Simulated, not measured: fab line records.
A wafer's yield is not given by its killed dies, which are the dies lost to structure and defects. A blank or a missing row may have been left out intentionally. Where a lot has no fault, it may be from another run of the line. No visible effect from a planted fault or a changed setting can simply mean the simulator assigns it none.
fab line records + flow nand_harc
record
- lots=5
- wafers=15
- last_day=34
route steps=1302 shown A_STAIRCASE@669 END@1302
lots with no fault: from the same line, run without faults
start_h: the number of hours between the record's first day and the start of the first shown wafer of the lot + wait_h: hours since the lot's step before + " unchanged from the row above + L1.1+2: one row covering several wafers at once + - no value, or no start was given + * or withheld: withheld + < > ~ a bound
route shown NAME@n: names a module that has steps shown in the file, with the first one's number in the route + usual: mean and standard deviation over wafers with no fault + same: alike in all rows + chamber/n: place in a boat + sites: each site's reading + _std_site: how widely they spread, as a standard deviation + _edge_site: inner sites' mean taken away from outer sites' mean + radius_mm: for every site, how far away it sits from the centre of the wafer + mask NAME#n: copy n + behind: the last tool/chamber to shape the wafer + hold: reason for holding the lot/hours on hold/outcome of the hold + device: whichever transistor did not switch (one of n, p or np) + end of line: the tests these same wafers got at the end of their route + a step given without rows: its recipe and nothing more + killed: count of dies lost to structure and defects at first sort (not the wafer's yield) + map: dies across one wafer; x = killed, . = not, _ = none there
set.NAME: the setting that was run; set.NAME@STEP: the one run at that earlier step + model.NAME: the simulator's own value behind a step, which no gauge read
lots seen at some steps along the route; tables by step, rows by wafer
services: from which hour (start_h, from the record's first day; less than 0 if before it) a tool's chamber was out of use, for how many hours, and why
## steps
# step NHARC_A_STAIRCASE_ETCH_13
# recipe
- target_depth_a=1000
- time_s=40.5
- ion_energy_ev=400
- c4f8_flow_sccm=20
- o2_flow_sccm=10
- ar_flow_sccm=withheld
- rf_w=600
- bias_w=1000
- chemistry=C4F8/O2
# step NHARC_A_STAIRCASE_TRIM_14
# recipe
- time_s=211.2
- o2_flow_sccm=500
- ar_flow_sccm=0
- bias_w=0
- chemistry=O2
# usual
- drypump_motor_current_A=5.9/0.33
- oes_product_au=0.998/0.012
- rf_vpp_V=57.7/0.9
- run_length_s=232.5/0.55
- showerhead_plenum_p_Torr=3.49/0.12
- throttle_valve_pct=17.037/0.0097
| lot.wafer | tool        | chamber | start_h | wait_h | drypump_motor_current_A | oes_product_au | rf_hours_counter_h | rf_vpp_V | run_length_s | showerhead_plenum_p_Torr | throttle_valve_pct |
|-----------|-------------|---------|---------|--------|-------------------------|----------------|--------------------|----------|--------------|--------------------------|--------------------|
| L592.1    | rie_diel-12 | 2       | -       | -      | 5.8                     | 0.989          | 25                 | 58.1     | 231.4        | 3.62                     | 17.040             |
| L592.3    | "           | 3       | "       | "      | 6.0                     | 0.996          | 29                 | 56.8     | 233.0        | 3.62                     | 17.030             |
| L592.6    | "           | 1       | "       | "      | 5.6                     | 0.985          | -                  | 56.6     | 232.8        | 3.42                     | 17.028             |
| L604.2    | rie_diel-07 | 1       | -       | -      | 6.3                     | 0.999          | 55                 | 57.6     | 233.2        | 3.38                     | 17.044             |
| L604.4    | "           | 2       | "       | "      | 6.0                     | 1.018          | 52                 | 58.6     | 233.2        | 3.50                     | 17.028             |
| L604.3    | "           | 3       | "       | "      | 4.9                     | 0.999          | 59                 | 57.4     | 232.3        | 3.36                     | 17.021             |
| L608.4    | rie_diel-12 | 2       | -       | -      | 5.9                     | 1.010          | 24                 | 58.2     | 231.9        | 3.59                     | 17.019             |
| L608.1    | "           | 3       | "       | "      | 6.0                     | 0.986          | 25                 | 58.6     | 233.2        | 3.60                     | 17.049             |
| L608.6    | "           | 0       | "       | "      | 5.8                     | 0.991          | -                  | 58.5     | 232.2        | 3.43                     | 17.030             |
| L613.2    | rie_diel-12 | 2       | -       | -      | 5.8                     | 1.011          | 40                 | 58.6     | 232.1        | 3.58                     | 17.032             |
| L613.5    | "           | 3       | "       | "      | 6.0                     | 0.982          | -                  | 60.1     | 232.7        | 3.59                     | 17.032             |
| L613.6    | "           | 0       | "       | "      | 5.8                     | 0.987          | -                  | 57.7     | 232.1        | 3.42                     | 17.037             |
| L614.3    | rie_diel-12 | 1       | -       | -      | 5.6                     | 0.983          | 49                 | 57.7     | 232.8        | 3.38                     | 17.055             |
| L614.2    | "           | 2       | "       | "      | 5.9                     | 1.012          | 43                 | 58.3     | 231.4        | 3.58                     | 17.048             |
| L614.6    | "           | 0       | "       | "      | 5.8                     | 0.988          | -                  | 58.4     | 232.6        | 3.42                     | 17.038             |
# step NHARC_A_STAIRCASE_ETCH_15
# recipe
- target_depth_a=1000
- time_s=40.5
- ion_energy_ev=400
- c4f8_flow_sccm=20
- o2_flow_sccm=10
- ar_flow_sccm=withheld
- rf_w=600
- bias_w=1000
- chemistry=C4F8/O2
# step NHARC_A_STAIRCASE_TRIM_16
# recipe
- time_s=211.2
- o2_flow_sccm=500
- ar_flow_sccm=0
- bias_w=0
- chemistry=O2
# step NHARC_A_STAIRCASE_ETCH_17
# recipe
- target_depth_a=1000
- time_s=40.5
- ion_energy_ev=400
- c4f8_flow_sccm=20
- o2_flow_sccm=10
- ar_flow_sccm=withheld
- rf_w=600
- bias_w=1000
- chemistry=C4F8/O2
# step NHARC_A_STAIRCASE_TRIM_18
# recipe
- time_s=211.2
- o2_flow_sccm=500
- ar_flow_sccm=0
- bias_w=0
- chemistry=O2
# step NHARC_A_STAIRCASE_ETCH_19
# recipe
- target_depth_a=1000
- time_s=40.5
- ion_energy_ev=400
- c4f8_flow_sccm=20
- o2_flow_sccm=10
- ar_flow_sccm=withheld
- rf_w=600
- bias_w=1000
- chemistry=C4F8/O2
# step NHARC_A_STAIRCASE_TRIM_20
# recipe
- time_s=211.2
- o2_flow_sccm=500
- ar_flow_sccm=0
- bias_w=0
- chemistry=O2
# step NHARC_A_STAIRCASE_ETCH_21
# recipe
- target_depth_a=1000
- time_s=40.5
- ion_energy_ev=400
- c4f8_flow_sccm=20
- o2_flow_sccm=10
- ar_flow_sccm=withheld
- rf_w=600
- bias_w=1000
- chemistry=C4F8/O2
# usual
- oes_product_au=0.948/0.016
- rf_vpp_V=894/3.8
| lot.wafer | tool        | chamber | start_h | wait_h | oes_product_au | rf_hours_counter_h | rf_vpp_V |
|-----------|-------------|---------|---------|--------|----------------|--------------------|----------|
| L592.3    | rie_diel-12 | 0       | -       | -      | 0.940          | 21                 | 892      |
| L592.1    | "           | 2       | "       | "      | 0.950          | 26                 | 900      |
| L592.6    | "           | 1       | "       | "      | 0.947          | -                  | 891      |
| L604.4    | rie_diel-07 | 1       | -       | -      | 0.953          | 55                 | 891      |
| L604.3    | "           | 3       | "       | "      | 0.931          | 59                 | 888      |
| L604.2    | "           | 0       | "       | "      | 0.947          | 47                 | 893      |
| L608.4    | rie_diel-12 | 1       | -       | -      | 0.943          | 30                 | 892      |
| L608.1    | "           | 2       | "       | "      | 0.950          | 25                 | 898      |
| L608.6    | "           | 2       | "       | "      | 0.946          | -                  | 899      |
| L613.2    | rie_diel-07 | 2       | -       | -      | 0.954          | 29                 | 895      |
| L613.6    | "           | 1       | "       | "      | 0.985          | -                  | 892      |
| L613.5    | "           | 2       | "       | "      | 0.952          | -                  | 894      |
| L614.3    | rie_diel-12 | 0       | -       | -      | 0.938          | 54                 | 892      |
| L614.2    | "           | 1       | "       | "      | 0.937          | 49                 | 891      |
| L614.6    | "           | 1       | "       | "      | 0.942          | -                  | 890      |
# step NHARC_A_STAIRCASE_TRIM_22
# recipe
- time_s=211.2
- o2_flow_sccm=500
- ar_flow_sccm=0
- bias_w=0
- chemistry=O2
# usual
- drypump_motor_current_A=5.8/0.41
- oes_product_au=0.999/0.011
- rf_vpp_V=57.7/0.83
- run_length_s=232.7/0.58
- showerhead_plenum_p_Torr=3.47/0.1
- throttle_valve_pct=17.036/0.0091
| lot.wafer | tool        | chamber | start_h | wait_h | drypump_motor_current_A | oes_product_au | rf_hours_counter_h | rf_vpp_V | run_length_s | showerhead_plenum_p_Torr | throttle_valve_pct |
|-----------|-------------|---------|---------|--------|-------------------------|----------------|--------------------|----------|--------------|--------------------------|--------------------|
| L592.3    | rie_diel-12 | 3       | -       | -      | 6.1                     | 0.996          | 29                 | 56.5     | 232.7        | 3.62                     | 17.049             |
| L592.1    | "           | 1       | "       | "      | 5.6                     | 0.990          | 30                 | 57.1     | 232.8        | 3.42                     | 17.029             |
| L592.6    | "           | 3       | "       | "      | 6.1                     | 1.000          | -                  | 58.3     | 232.9        | 3.62                     | 17.037             |
| L604.2    | rie_diel-07 | 0       | -       | -      | 5.8                     | 0.995          | 47                 | 59.1     | 233.3        | 3.47                     | 17.032             |
| L604.3    | "           | 1       | "       | "      | 6.3                     | 0.998          | 55                 | 57.2     | 233.7        | 3.38                     | 17.037             |
| L604.4    | "           | 2       | "       | "      | 5.9                     | 1.025          | 52                 | 58.0     | 233.4        | 3.50                     | 17.037             |
| L608.1    | rie_diel-12 | 2       | -       | -      | 5.9                     | 1.014          | 25                 | 58.1     | 231.6        | 3.59                     | 17.034             |
| L608.4    | "           | 0       | "       | "      | 5.8                     | 1.002          | 29                 | 57.6     | 232.3        | 3.43                     | 17.035             |
| L608.6    | "           | 2       | "       | "      | 5.9                     | 1.015          | -                  | 56.7     | 231.7        | 3.59                     | 17.033             |
| L613.2    | rie_diel-07 | 0       | -       | -      | 5.9                     | 1.005          | 31                 | 58.0     | 233.3        | 3.46                     | 17.031             |
| L613.6    | "           | 0       | "       | "      | 5.8                     | 1.014          | -                  | 57.1     | 233.8        | 3.46                     | 17.038             |
| L613.5    | "           | 1       | "       | "      | 6.3                     | 1.008          | -                  | 56.0     | 233.2        | 3.37                     | 17.049             |
| L614.3    | rie_diel-12 | 0       | -       | -      | 5.8                     | 0.991          | 54                 | 57.7     | 232.1        | 3.42                     | 17.037             |
| L614.2    | "           | 1       | "       | "      | 5.6                     | 0.986          | 49                 | 59.0     | 233.3        | 3.38                     | 17.015             |
| L614.6    | "           | 0       | "       | "      | 5.8                     | 0.993          | -                  | 59.9     | 232.6        | 3.42                     | 17.038             |
# step NHARC_A_STAIRCASE_ETCH_23
# recipe
- target_depth_a=1000
- time_s=40.5
- ion_energy_ev=400
- c4f8_flow_sccm=20
- o2_flow_sccm=10
- ar_flow_sccm=withheld
- rf_w=600
- bias_w=1000
- chemistry=C4F8/O2
# usual
- oes_product_au=0.946/0.013
- rf_vpp_V=894/3.8
| lot.wafer | tool        | chamber | start_h | wait_h | oes_product_au | rf_hours_counter_h | rf_vpp_V |
|-----------|-------------|---------|---------|--------|----------------|--------------------|----------|
| L592.1    | rie_diel-12 | 3       | -       | -      | 0.938          | 29                 | 900      |
| L592.3    | "           | 0       | "       | "      | 0.934          | 21                 | 894      |
| L592.6    | "           | 1       | "       | "      | 0.941          | -                  | 893      |
| L604.3    | rie_diel-07 | 2       | -       | -      | 0.970          | 52                 | 895      |
| L604.4    | "           | 3       | "       | "      | 0.943          | 59                 | 889      |
| L604.2    | "           | 0       | "       | "      | 0.930          | 47                 | 893      |
| L608.4    | rie_diel-12 | 0       | -       | -      | 0.939          | 29                 | 892      |
| L608.1    | "           | 1       | "       | "      | 0.940          | 30                 | 890      |
| L608.6    | "           | 3       | "       | "      | 0.942          | -                  | 899      |
| L613.2    | rie_diel-07 | 1       | -       | -      | 0.958          | 28                 | 889      |
| L613.6    | "           | 3       | "       | "      | 0.926          | -                  | 888      |
| L613.5    | "           | 0       | "       | "      | 0.943          | -                  | 892      |
| L614.3    | rie_diel-12 | 0       | -       | -      | 0.940          | 54                 | 891      |
| L614.2    | "           | 3       | "       | "      | 0.931          | 48                 | 898      |
| L614.6    | "           | 1       | "       | "      | 0.946          | -                  | 891      |
# step NHARC_A_STAIRCASE_TRIM_24
# recipe
- time_s=211.2
- o2_flow_sccm=500
- ar_flow_sccm=0
- bias_w=0
- chemistry=O2
# usual
- drypump_motor_current_A=5.8/0.41
- oes_product_au=0.999/0.012
- rf_vpp_V=57.6/0.98
- run_length_s=232.7/0.61
- showerhead_plenum_p_Torr=3.47/0.1
- throttle_valve_pct=17.036/0.0085
| lot.wafer | tool        | chamber | start_h | wait_h | drypump_motor_current_A | oes_product_au | rf_hours_counter_h | rf_vpp_V | run_length_s | showerhead_plenum_p_Torr | throttle_valve_pct |
|-----------|-------------|---------|---------|--------|-------------------------|----------------|--------------------|----------|--------------|--------------------------|--------------------|
| L592.3    | rie_diel-12 | 1       | 372.29  | -      | 5.7                     | 0.991          | 30                 | 57.4     | 233.0        | 3.42                     | 17.032             |
| L592.1    | "           | 2       | "       | "      | 5.9                     | 1.001          | 26                 | 57.7     | 231.6        | 3.62                     | 17.051             |
| L592.6    | "           | 2       | "       | "      | 5.8                     | 0.999          | -                  | 59.0     | 231.6        | 3.62                     | 17.061             |
| L604.4    | rie_diel-07 | 3       | 470.71  | -      | 4.9                     | 0.983          | 59                 | 57.3     | 232.6        | 3.36                     | 17.027             |
| L604.3    | "           | 0       | "       | "      | 5.8                     | 1.000          | 47                 | 59.1     | 172.8        | 3.47                     | 17.038             |
| L604.2    | "           | 1       | "       | "      | 6.3                     | 1.002          | 55                 | 56.5     | 233.7        | 3.38                     | 17.042             |
| L608.4    | rie_diel-12 | 1       | 531.68  | -      | 5.6                     | 0.998          | 30                 | 58.1     | 233.2        | 3.39                     | 17.038             |
| L608.1    | "           | 2       | "       | "      | 5.9                     | 1.010          | 25                 | 58.2     | 231.5        | 3.59                     | 17.026             |
| L608.6    | "           | 2       | "       | "      | 5.9                     | 1.011          | -                  | 56.8     | 231.4        | 3.59                     | 17.044             |
| L613.2    | rie_diel-07 | 3       | 573.82  | -      | 4.9                     | 0.997          | 32                 | 56.7     | 232.4        | 3.34                     | 17.021             |
| L613.6    | "           | 1       | "       | "      | 6.3                     | 1.021          | -                  | 58.7     | 233.5        | 3.37                     | 17.038             |
| L613.5    | "           | 2       | "       | "      | 6.0                     | 1.011          | -                  | 57.9     | 233.3        | 3.48                     | 17.055             |
| L614.3    | rie_diel-12 | 1       | 601.14  | -      | 5.6                     | 0.983          | 49                 | 58.1     | 232.8        | 3.38                     | 17.053             |
| L614.2    | "           | 2       | "       | "      | 5.8                     | 1.014          | 44                 | 57.4     | 231.4        | 3.58                     | 17.038             |
| L614.6    | "           | 0       | "       | "      | 5.8                     | 1.001          | -                  | 58.7     | 232.8        | 3.41                     | 17.034             |
# step NHARC_A_STAIRCASE_ETCH_25
# recipe
- target_depth_a=1000
- time_s=40.5
- ion_energy_ev=400
- c4f8_flow_sccm=20
- o2_flow_sccm=10
- ar_flow_sccm=withheld
- rf_w=600
- bias_w=1000
- chemistry=C4F8/O2
# usual
- oes_product_au=0.942/0.012
- rf_vpp_V=894/3.7
| lot.wafer | tool        | chamber | start_h | wait_h | oes_product_au | rf_hours_counter_h | rf_vpp_V |
|-----------|-------------|---------|---------|--------|----------------|--------------------|----------|
| L592.1    | rie_diel-12 | 2       | -       | -      | 0.939          | 26                 | 897      |
| L592.3    | "           | 0       | "       | "      | 0.936          | 21                 | 894      |
| L592.6    | "           | 2       | "       | "      | 0.944          | -                  | 899      |
| L604.2    | rie_diel-07 | 3       | -       | -      | 0.928          | 59                 | 888      |
| L604.3    | "           | 0       | "       | "      | 0.943          | 47                 | 894      |
| L604.4    | "           | 2       | "       | "      | 0.958          | 52                 | 893      |
| L608.4    | rie_diel-12 | 1       | -       | -      | 0.926          | 30                 | 892      |
| L608.1    | "           | 3       | "       | "      | 0.943          | 25                 | 898      |
| L608.6    | "           | 1       | "       | "      | 0.935          | -                  | 891      |
| L613.2    | rie_diel-07 | 0       | -       | -      | 0.959          | 31                 | 894      |
| L613.6    | "           | 1       | "       | "      | 0.946          | -                  | 890      |
| L613.5    | "           | 2       | "       | "      | 0.935          | -                  | 894      |
| L614.2    | rie_diel-12 | 3       | -       | -      | 0.915          | 48                 | 897      |
| L614.3    | "           | 0       | "       | "      | 0.937          | 54                 | 891      |
| L614.6    | "           | 3       | "       | "      | 0.923          | -                  | 898      |
# step NHARC_END_SORT_01
# recipe
- temp_c=25
# usual
- killed_at_array=56/17
- killed_at_other=1.2/1.4
- killed_at_periphery=4/3.2
- killed_dies=61/16
- killed_open=3.6/2.1
- killed_short=2.7/1.8
# same
- gross_dies=677
| lot.wafer | tool      | chamber | start_h | wait_h | killed_at_array | killed_at_other | killed_at_periphery | killed_dies | killed_open | killed_short |
|-----------|-----------|---------|---------|--------|-----------------|-----------------|---------------------|-------------|-------------|--------------|
| L604.3    | prober-02 | 0       | 685.69  | 3.0    | 432             | 4               | 2                   | 438         | 5           | 2            |
# killed by level:class
L604.3 A_STAIRCASE:area_trim=385 A_CHANNEL_HOLE_D2:chamber_film_flake=16 A_CHANNEL_HOLE_D1:chamber_film_flake=10 A_STAIRCASE:chamber_film_flake=7 A_CONTACT:chamber_film_flake=7 THIN_TSV:chamber_film_flake=4 A_CHANNEL_FILL_D1:geometric_particle:open=2 P_CONTACT:geometric_particle:open=1
# map L604.3 (x killed, . not)
____________x____________
_________x..xxxx_________
_______xx.xxxxxx.x_______
______xxxxx.xx.xxx.______
_____x.xxxxxx...xx.._____
____x.xxxxx.x.xxx..x.____
____xxxx.xxxxx..xx...____
___.xxxxxxxxxxxxx.xxx.___
___xx..xxxx.xxxxxxxx.x___
__xxxx.xxxxxxx.xxxxxx.x__
__.xxxxxxxxxxxxxxxxx.x.__
_..xxxxxxxxxxx.xxxxxx..._
_xx.xxx.xxxxxx...xxx.xx._
_xxxxxxx.xxxxxxxxxx..x.._
_x.x.xxxxxxxxx.x.xx.xxxx_
_xxxxxxxxxxxxxxxxxx.x.x._
x.xxx.xxxxxxxxxxxxxxxx...
x..xxxxxxxxxxxxxxx.xx....
.x...xxxxxxx.x.xxx..xx...
xx.x.xxxxxxxxx.xxxxx.xx..
.xx.x...xxx.xxxxxxx..xx..
_..xxx.xxxx.xxxxxxxx.xx._
_.x..xxxxxxxxxxxxxxx.x.x_
_......xxxxxxx.xxxx....._
_.xx..xxx....xxxxx.x.x.._
_...x..xxxxxx.xxxxxx...x_
__xxx.xxxxxxxxx..x.xxx.__
__.x....xxxx.xx.xxxx.x.__
___.x.x..xxx..xxx.x...___
___.x.x...x.xx....xx..___
____........xx.xxxx..____
____.x..x.x....xxx.x.____
_____........x.xx.xx_____
______......x...x..______
_______.x......xx._______
_________.....x._________
____________.____________
# map L613.2 (x killed, . not)
____________.____________
_________......._________
_______..........._______
______..........xx.______
_____..............._____
____.....x..x........____
____............xx...____
___x..x............x..___
___..............x....___
__...x.....x.........x.__
__...........x.........__
_........x.............._
_..........x...........x_
_............x.........._
_......................._
_..................x..x._
.......................x.
........................x
x........................
.........................
..................x......
_...x......x............_
_.................xx...._
_......x................_
_................xxxxx.x_
_.......x..........x.x.._
__.............x..xxxx.__
__...........x..xxxx...__
___............xxxx.x.___
___......x...xx.xxxx..___
____.x........x.xxx..____
____.x.....x...xxxx..____
_____.........xxx.x._____
______....x......x.______
_______....x......_______
_________......._________
____________.____________
## services
| tool        | chamber | start_h | hours | kind       |
|-------------|---------|---------|-------|------------|
| rie_diel-07 | 3       | 347.17  | 4.9   | repair     |
| rie_diel-12 | 0       | 352.23  | -     | clean      |
| rie_diel-12 | 1       | 352.23  | -     | clean      |
| rie_diel-12 | 2       | 352.23  | -     | clean      |
| rie_diel-12 | 3       | 352.23  | -     | clean      |
| rie_diel-12 | 0       | 376.79  | -     | clean      |
| rie_diel-12 | 1       | 376.79  | -     | clean      |
| rie_diel-12 | 2       | 376.79  | -     | clean      |
| rie_diel-12 | 3       | 376.79  | -     | clean      |
| rie_diel-07 | 0       | 385.23  | 18.2  | repair     |
| rie_diel-12 | 0       | 403.84  | -     | clean      |
| rie_diel-12 | 1       | 403.84  | -     | clean      |
| rie_diel-12 | 2       | 403.84  | -     | clean      |
| rie_diel-12 | 3       | 403.84  | -     | clean      |
| rie_diel-12 | 0       | 429.18  | -     | clean      |
| rie_diel-12 | 1       | 429.18  | -     | clean      |
| rie_diel-12 | 2       | 429.18  | -     | clean      |
| rie_diel-12 | 3       | 429.18  | -     | clean      |
| rie_diel-07 | 2       | 437.81  | 9.2   | repair     |
| rie_diel-12 | -       | 447.46  | 9.0   | pm         |
| rie_diel-12 | 0       | 447.46  | 9.0   | vent_cycle |
| rie_diel-07 | -       | 471.34  | 9.0   | pm         |
| rie_diel-12 | 1       | 544.04  | 2.3   | repair     |
| rie_diel-12 | 2       | 582.04  | 17.2  | repair     |
## key
first_sign
- step=NHARC_A_STAIRCASE_TRIM_24
- reading=run_length_s
- direction=down
- sigmas=99
- usual=*
- struck=*
effect
- step=NHARC_END_SORT_01
- reading=killed_dies
- direction=up
- sigmas=23
- usual=61
- struck=438
more_kills_born_at
- NHARC_A_STAIRCASE_TRIM_24@rie_diel-07=385
met_at NHARC_A_STAIRCASE_TRIM_24
struck_wafers L604.3
later_rows_left_out L604.3
tester_left_out L604
fault
- kind=process_parameter_drift
- tool=rie_diel-07
- chamber=0
- onset_h=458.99
- steps=NHARC_A_STAIRCASE_TRIM_24
- channel=time_s
- offset=*
- shape=step
- end_h=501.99
- acts_in=*
- stated=*
# tester_left_out: of these lots the tester's yield and bins aren't shown, on N5 and GAA mostly nor the transistor test; their killed dies are dies lost to structure and defects alone, not to doping, threshold or leakage, so they don't give the yield
# later_rows_left_out: the simulator's readings of these wafers behind a module that went badly wrong aren't trusted and aren't shown, but for the sort
